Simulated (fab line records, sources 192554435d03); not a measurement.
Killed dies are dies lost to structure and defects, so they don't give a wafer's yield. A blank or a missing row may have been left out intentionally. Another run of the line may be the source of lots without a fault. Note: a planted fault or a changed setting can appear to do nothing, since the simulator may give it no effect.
Struck lot and sound lot, side by side	flow n5_finfet	16 out of 1938 route steps
Sound: the wafers L716.3, L716.4, L716.6. Wafers struck: L713.2, L713.4, L713.5. The cause is named last.
Per side, at each step with rows, come the tool, then ch with its chambers, and then its first start. Under that, the readings that differ: sound wafers	struck wafers	difference of the means	sigmas: that difference in standard deviations of wafers without a fault.
alike: words and numbers the same on both sides, and readings whose means are apart by under 2 such deviations; not compared: readings that were withheld, readings missing a value for some wafer, numbers with overlapping values and no deviation given by the record, and bounds like >300 which may hide the same value.
A row with sigmas, a row that says differs or no value, or rows on one side alone: a step with any of these is where the two part. Non-overlapping numbers with no deviation appear without sigmas and do not part them. A reading missing from all wafers of one side parts the sides only when that side holds two or more wafers.

N5_BEOL_M2_OCD_MEAS_38:
  struck on ocd-02, day 10 04:25; sound on ocd-01, day 10 15:00
  alike: trench_depth_nm
then, 4 steps without rows for these wafers: N5_BEOL_M2_HM_STRIP_39 (strips TiN in peroxide tin strip, target depth 25 nm, time 158 s); N5_BEOL_M2_SRD_40 (time 30 s); N5_BEOL_M2_PRECLEAN_42 (cleans in residue remover, time 60 s); N5_BEOL_M2_SRD_43 (time 30 s).
N5_BEOL_M2_CD_MEAS_35: target cd 18 nm, target cd y 22.2 nm.
  struck on cd_sem-02, day 10 04:40; sound on cd_sem-01, day 10 15:09
  alike: cd_nm
N5_BEOL_M2_DEGAS_44: time 60 s.
  struck on pvd_sputter-03, day 10 04:59; sound on pvd_sputter-03, day 10 15:31
  alike: heater_power_w
N5_BEOL_M2_PRE_CLEAN_45: time 30 s.
  struck on pvd_sputter-03, day 10 05:01; sound on pvd_sputter-03, day 10 15:34
  alike: heater_power_w
N5_BEOL_M2_ALD_84: deposits TaN, pulse time 2 s, purge time 3 s, co reactant purge time 2 s.
  sound on ald_metal-01 ch 0,2, day 10 15:37; struck on ald_metal-03 ch 1,3, day 10 05:05
  alike: heater_power_w
N5_BEOL_M2_SURFACE_TREAT_85:
  struck on pvd_sputter-03, day 10 05:19; sound on pvd_sputter-01, day 10 15:53
  not compared: throttle_valve_pct
then, 1 step without rows for these wafers: N5_BEOL_M2_CVD_47 (deposits Co from CCTBA/H2, target thk 3 nm, time 223.8 s).
N5_BEOL_M2_SPUTTER_48: material Cu, target thk 4.5 nm, time 8.29 s.
  struck on pvd_sputter-02, day 10 07:07; sound on pvd_sputter-02, day 10 16:11
  alike: throttle_valve_pct
N5_BEOL_M2_ANNEAL_49: time 240 s.
  struck on pvd_sputter-02, day 10 07:11; sound on pvd_sputter-02, day 10 16:16
  no value came back on the struck wafers for heater_power_w (W), susceptor_temp_C (C); on the sound wafers heater_power_w (W) reads 821 949 803
then, 1 step without rows for these wafers: N5_BEOL_M2_SPUTTER_79 (material Cu, target thk 4.5 nm, time 8.29 s).
N5_BEOL_M4_RC_MEAS_101:
  sound on prober-02 ch 0, day 11 15:32; struck on prober-02 ch 0, day 11 07:38
  alike: DIBL_N, DIBL_P, IOFF_N, IOFF_P, ION_N, ION_P, SS_N, SS_P, VT_N, VT_P
-- here the record skips 4 days between the struck wafers' starts before and after, leaving off in module BEOL_M4 and picking up in module PASSIVATION (first step shown: number 1936 of the route) --
N5_PASSIVATION_PROBE_49:
  struck on prober-02, day 15 13:52; sound on prober-02, day 15 23:01
reading	sound	struck	difference	sigmas
killed_at_other	9 12 9	2 0 1	-9	-3
  alike: defect_limited_yield, killed_at_M0_to_M3, killed_at_M4_up, killed_at_contacts, killed_at_front_end, killed_dies, killed_open, killed_short, sort_bin_4_leakage, sort_bin_5_function, sort_bin_6_memory, sort_n_pass, sort_yield_pct

## WHERE THEY PART
Last at N5_PASSIVATION_PROBE_49 as far as this record goes, first at N5_BEOL_M2_ANNEAL_49.

WHY: what the simulator had put in
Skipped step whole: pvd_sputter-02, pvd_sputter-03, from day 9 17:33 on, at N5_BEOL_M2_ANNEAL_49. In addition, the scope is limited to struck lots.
